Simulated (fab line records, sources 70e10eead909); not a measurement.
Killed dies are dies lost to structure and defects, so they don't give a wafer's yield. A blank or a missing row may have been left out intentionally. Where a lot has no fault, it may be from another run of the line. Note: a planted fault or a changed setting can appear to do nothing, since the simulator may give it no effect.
Chamber matching / flow nand-harc / NHARC_P_M1_CMP_23 on cmp-04: 3 sister chambers
The step polishes, t overpolish 20 s, target thk 157.82 nm. 3 wafers are shown with their chamber, then 5 later ones without.

== WAFERS, EACH WITH ITS CHAMBER ==
wafer=L079.5; chamber=0; motor-current-A (A)=12.4
wafer=L083.1; chamber=3; motor-current-A (A)=12.4
wafer=L083.2; chamber=1; motor-current-A (A)=9.8

== WAFERS WITH NO CHAMBER GIVEN ==
wafer=L086.5; motor-current-A (A)=10.1
wafer=L086.6; motor-current-A (A)=11.8
wafer=L095.2; motor-current-A (A)=9.6
wafer=L095.4; motor-current-A (A)=12.5
wafer=L095.5; motor-current-A (A)=11.8

== WHICH CHAMBER EACH WENT THROUGH ==
wafer=L086.5; from the rows above=1; in truth=1
wafer=L086.6; from the rows above=can't be placed: 0 or 3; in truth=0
wafer=L095.2; from the rows above=1; in truth=1
wafer=L095.4; from the rows above=can't be placed: 0 or 3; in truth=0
wafer=L095.5; from the rows above=can't be placed: 0 or 3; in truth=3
Correct placement for 2 of the 5. Not placeable from these rows: 3 (in 3, the candidates include the true chamber). Placed wrongly: 0.
How it was worked out, from the rows above alone: a wafer's distance from a chamber is the root of the sum, over the readings, of the square of ((its reading less the chamber's mean) divided by the reading's scatter). The wafer belongs to the nearest chamber; if the next one is less than 2 further off, it can't be placed. A chamber's mean is the mean of its shown wafers. The scatter: with one shown wafer a chamber, the root of the mean of the squares of how far each hidden wafer lies from its nearest shown one.
